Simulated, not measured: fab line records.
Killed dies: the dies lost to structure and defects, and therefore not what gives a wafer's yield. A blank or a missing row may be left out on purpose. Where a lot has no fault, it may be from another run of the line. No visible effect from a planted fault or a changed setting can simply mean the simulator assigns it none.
Chamber matching    flow n5_finfet    N5_HKMG_FIN_ETCH_31 on rie_diel-04: 4 sister chambers
The step etches SiARC in CF4, target depth 45.5 nm, time 75.8 s. 14 wafers are shown with their chamber, then 7 later ones without.

WAFERS PAIRED WITH THEIR CHAMBERS
wafer   chamber  showerhead_plenum_p_Torr (Torr)  etch_rf_on_time_s (s)  throttle_valve_pct (%)
L076.2  1        2.21                             75.8                   15.95
L076.4  0        2.10                             73.8                   15.67
L076.6  1        2.21                             76.2                   15.96
L079.1  0        2.10                             74.8                   15.69
L079.2  2        2.20                             79.8                   15.94
L079.3  3        2.11                             80.5                   15.77
L083.1  2        2.20                             78.1                   15.95
L083.2  3        2.11                             78.7                   15.77
L083.5  1        2.21                             75.2                   15.98
L084.1  3        2.11                             78.9                   15.79
L084.3  2        2.20                             78.5                   15.95
L084.4  2        2.20                             78.8                   15.95
L093.1  0        2.09                             72.6                   15.24
L093.2  3        2.11                             76.0                   15.32

SIGNATURES (averages over the wafers above)
reading                   chamber 0  chamber 1  chamber 2  chamber 3  scatter within a chamber
showerhead_plenum_p_Torr  2.0967     2.2100     2.2000     2.1100     0.00258
etch_rf_on_time_s         73.733     75.733     78.800     78.525     1.22
throttle_valve_pct        15.5333    15.9633    15.9475    15.6625    0.169
Rule: a wafer's distance from a chamber is the root of the sum, over the readings, of the square of ((its reading less the chamber's mean) divided by the reading's scatter). The wafer belongs to the nearest chamber; if the next one is less than 2 further off, it can't be placed. How the scatter is found: for the shown wafers, subtract from each reading the mean of its chamber, square and add these, divide the total by (wafers less chambers), then take the root.

WAFERS WITHOUT THEIR CHAMBER
wafer   showerhead_plenum_p_Torr (Torr)  etch_rf_on_time_s (s)  throttle_valve_pct (%)
L093.3  2.19                             78.5                   15.99
L094.2  2.10                             76.0                   15.32
L094.3  2.19                             78.1                   15.99
L094.5  2.20                             74.7                   16.03
L097.1  2.19                             77.7                   15.99
L097.3  2.10                             75.3                   15.33
L097.6  2.09                             71.8                   15.26

WHICH CHAMBER EACH WENT THROUGH
wafer    from the rows above       in truth
L093.3   2                         2
L094.2   0                         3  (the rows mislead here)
L094.3   2                         2
L094.5   can't be placed: 2 or 1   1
L097.1   2                         2
L097.3   0                         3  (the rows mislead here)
L097.6   0                         0
Correctly placed: 4 of 7. Not placeable from these rows: 1 (in 1, the candidates include the true chamber). Placed wrongly: 2.
